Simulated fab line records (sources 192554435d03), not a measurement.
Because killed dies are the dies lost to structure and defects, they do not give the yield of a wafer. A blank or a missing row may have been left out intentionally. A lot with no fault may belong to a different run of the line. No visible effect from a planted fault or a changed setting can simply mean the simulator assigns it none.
Which tool did it? :: flow n5 finfet :: Sampling: 11 lots, 33 wafers, 3 of 1938 route steps

WHAT EACH GAUGE READ, for each wafer
N5_PASSIVATION_OVL_MEAS_63.
lot: L786
measured: day 13 21:11
on: overlay-02
PAD_OVL (nm): -4 -4 6

lot: L788
measured: day 14 22:44
on: overlay-01
PAD_OVL (nm): -3 -11 -7

lot: L789
measured: day 14 14:23
on: overlay-02
PAD_OVL (nm): -5 -16 -11

lot: L791
measured: day 14 17:13
on: overlay-01
PAD_OVL (nm): -5 -4 -3

lot: L792
measured: day 15 05:46
on: overlay-02
PAD_OVL (nm): -9 0 -4

lot: L793
measured: day 14 23:28
on: overlay-01
PAD_OVL (nm): -4 -6 -4

lot: L794
measured: day 14 22:08
on: overlay-02
PAD_OVL (nm): -3 -1 -8

lot: L795
measured: day 15 22:41
on: overlay-01
PAD_OVL (nm): 1 -8 -4

lot: L796
measured: day 16 04:04
on: overlay-01
PAD_OVL (nm): -3 2 -8

lot: L797
measured: day 16 20:17
on: overlay-02
PAD_OVL (nm): -4 5 3

lot: L804
measured: day 20 00:43
on: overlay-02
PAD_OVL (nm): 0 -2 -2

TOOL THAT RAN EACH LOT (tool first, then ch and the chambers of the sampled wafers, then the start)
lot: L786
N5_BEOL_M1_SPUTTER_79: pvd sputter-03, day 6 16:28
N5_PASSIVATION_DESCUM_12: rie diel-04 ch 1,2,3, day 13 19:44

lot: L788
N5_BEOL_M1_SPUTTER_79: pvd sputter-03, day 6 19:55
N5_PASSIVATION_DESCUM_12: rie diel-02 ch 0,2,3, day 14 21:18

lot: L789
N5_BEOL_M1_SPUTTER_79: pvd sputter-01, day 7 00:29
N5_PASSIVATION_DESCUM_12: rie diel-01 ch 0,1,3, day 14 11:59

lot: L791
N5_BEOL_M1_SPUTTER_79: pvd sputter-02, day 7 22:51
N5_PASSIVATION_DESCUM_12: rie diel-01 ch 0,1,3, day 14 15:42

lot: L792
N5_BEOL_M1_SPUTTER_79: pvd sputter-03, day 8 00:32
N5_PASSIVATION_DESCUM_12: rie diel-04 ch 0,1,2, day 15 04:08

lot: L793
N5_BEOL_M1_SPUTTER_79: pvd sputter-02, day 8 03:13
N5_PASSIVATION_DESCUM_12: rie diel-01 ch 0,1,2, day 14 21:58

lot: L794
N5_BEOL_M1_SPUTTER_79: pvd sputter-02, day 8 06:23
N5_PASSIVATION_DESCUM_12: rie diel-04 ch 0,3, day 14 19:17

lot: L795
N5_BEOL_M1_SPUTTER_79: pvd sputter-01, day 8 17:37
N5_PASSIVATION_DESCUM_12: rie diel-01 ch 0,1, day 15 20:32

lot: L796
N5_BEOL_M1_SPUTTER_79: pvd sputter-01, day 9 06:47
N5_PASSIVATION_DESCUM_12: rie diel-04 ch 0,1,2, day 16 02:39

lot: L797
N5_BEOL_M1_SPUTTER_79: pvd sputter-03, day 9 11:13
N5_PASSIVATION_DESCUM_12: rie diel-01 ch 0,1,2, day 16 18:25

lot: L804
N5_BEOL_M1_SPUTTER_79: pvd sputter-02, day 11 08:47
N5_PASSIVATION_DESCUM_12: rie diel-01 ch 0,2, day 19 23:07
- N5_BEOL_M1_SPUTTER_79: material Cu, target thk 4.5 nm, time 8.29 s.
- N5_PASSIVATION_DESCUM_12: chemistry O2, time 7.9 s.

WHAT THE TOOLS THEMSELVES READ (means of the sampled wafers that have a number; where no wafer has one, the mark that the record gives instead)
N5_BEOL_M1_SPUTTER_79.
lot: L786
tool: pvd sputter-03
chuck sensor temp C (C): -15.8
throttle valve pct (%): 32.0

lot: L788
tool: pvd sputter-03
chuck sensor temp C (C): -16.3
throttle valve pct (%): 30.4

lot: L789
tool: pvd sputter-01
chuck sensor temp C (C): -16.2
throttle valve pct (%): 30.1

lot: L791
tool: pvd sputter-02
chuck sensor temp C (C): -16.7
throttle valve pct (%): 30.3

lot: L792
tool: pvd sputter-03
chuck sensor temp C (C): -15.4
throttle valve pct (%): 30.3

lot: L793
tool: pvd sputter-02
chuck sensor temp C (C): -17.0
throttle valve pct (%): 31.4

lot: L794
tool: pvd sputter-02
chuck sensor temp C (C): -16.5
throttle valve pct (%): 31.6

lot: L795
tool: pvd sputter-01
chuck sensor temp C (C): -16.2
throttle valve pct (%): 30.3

lot: L796
tool: pvd sputter-01
chuck sensor temp C (C): -15.8
throttle valve pct (%): 29.2

lot: L797
tool: pvd sputter-03
chuck sensor temp C (C): -15.6
throttle valve pct (%): 30.0

lot: L804
tool: pvd sputter-02
chuck sensor temp C (C): -16.7
throttle valve pct (%): 30.4

N5_PASSIVATION_DESCUM_12.
lot: L786
tool: rie diel-04
drypump motor current A (A): 5.7
oes product au (a.u.): 0.78
rf vpp V (V): 244.6
showerhead plenum p Torr (Torr): 2.13
throttle valve pct (%): 20.37

lot: L788
tool: rie diel-02
drypump motor current A (A): 5.1
oes product au (a.u.): 0.74
rf vpp V (V): 244.2
showerhead plenum p Torr (Torr): 2.17
throttle valve pct (%): 20.57

lot: L789
tool: rie diel-01
drypump motor current A (A): 5.3
oes product au (a.u.): 0.78
rf vpp V (V): 244.2
showerhead plenum p Torr (Torr): 2.15
throttle valve pct (%): 20.34

lot: L791
tool: rie diel-01
drypump motor current A (A): 5.3
oes product au (a.u.): 0.78
rf vpp V (V): 244.2
showerhead plenum p Torr (Torr): 2.15
throttle valve pct (%): 20.35

lot: L792
tool: rie diel-04
drypump motor current A (A): 5.9
oes product au (a.u.): 0.82
rf vpp V (V): 243.7
showerhead plenum p Torr (Torr): 2.14
throttle valve pct (%): 20.41

lot: L793
tool: rie diel-01
drypump motor current A (A): 5.4
oes product au (a.u.): 0.79
rf vpp V (V): 242.7
showerhead plenum p Torr (Torr): 2.13
throttle valve pct (%): 20.48

lot: L794
tool: rie diel-04
drypump motor current A (A): 5.8
oes product au (a.u.): 0.78
rf vpp V (V): 243.2
showerhead plenum p Torr (Torr): 2.10
throttle valve pct (%): 20.41

lot: L795
tool: rie diel-01
drypump motor current A (A): 5.6
oes product au (a.u.): 0.77
rf vpp V (V): 243.9
showerhead plenum p Torr (Torr): 2.16
throttle valve pct (%): 20.37

lot: L796
tool: rie diel-04
drypump motor current A (A): 5.9
oes product au (a.u.): 0.82
rf vpp V (V): 244.6
showerhead plenum p Torr (Torr): 2.14
throttle valve pct (%): 20.42

lot: L797
tool: rie diel-01
drypump motor current A (A): 5.4
oes product au (a.u.): 0.76
rf vpp V (V): 244.0
showerhead plenum p Torr (Torr): 2.13
throttle valve pct (%): 20.50

lot: L804
tool: rie diel-01
drypump motor current A (A): 5.1
oes product au (a.u.): 0.70
rf vpp V (V): 243.2
showerhead plenum p Torr (Torr): 2.11
throttle valve pct (%): 20.62

THE ANSWER, worked out from the rows above alone
Rule: usual is defined by the lots themselves. The widest of any qualifying gaps counts: lots, ordered by their means at a reading, are off when they make up no more than a third of the lots, leave a main group of 4 or more, and stand apart from it by 3 or more times the standard deviation of that group's means. A main group whose means are all the same, to the digits that the tables above print for the reading, isn't used. Also off: a lot with no number at a reading for which 4 or more lots have one. Where the step has rows for the other lots, those lots are counted as sound. The gauges are gone through in route order, then the tools' own readings, and for those a lot's mean is taken as printed above. The first step at which some lot is off is used, and at that step the reading that is off furthest; a lot without a number counts as furthest.
No lot is off at any reading shown: from this, nothing can be told.

WHAT THE SIMULATOR PUT IN
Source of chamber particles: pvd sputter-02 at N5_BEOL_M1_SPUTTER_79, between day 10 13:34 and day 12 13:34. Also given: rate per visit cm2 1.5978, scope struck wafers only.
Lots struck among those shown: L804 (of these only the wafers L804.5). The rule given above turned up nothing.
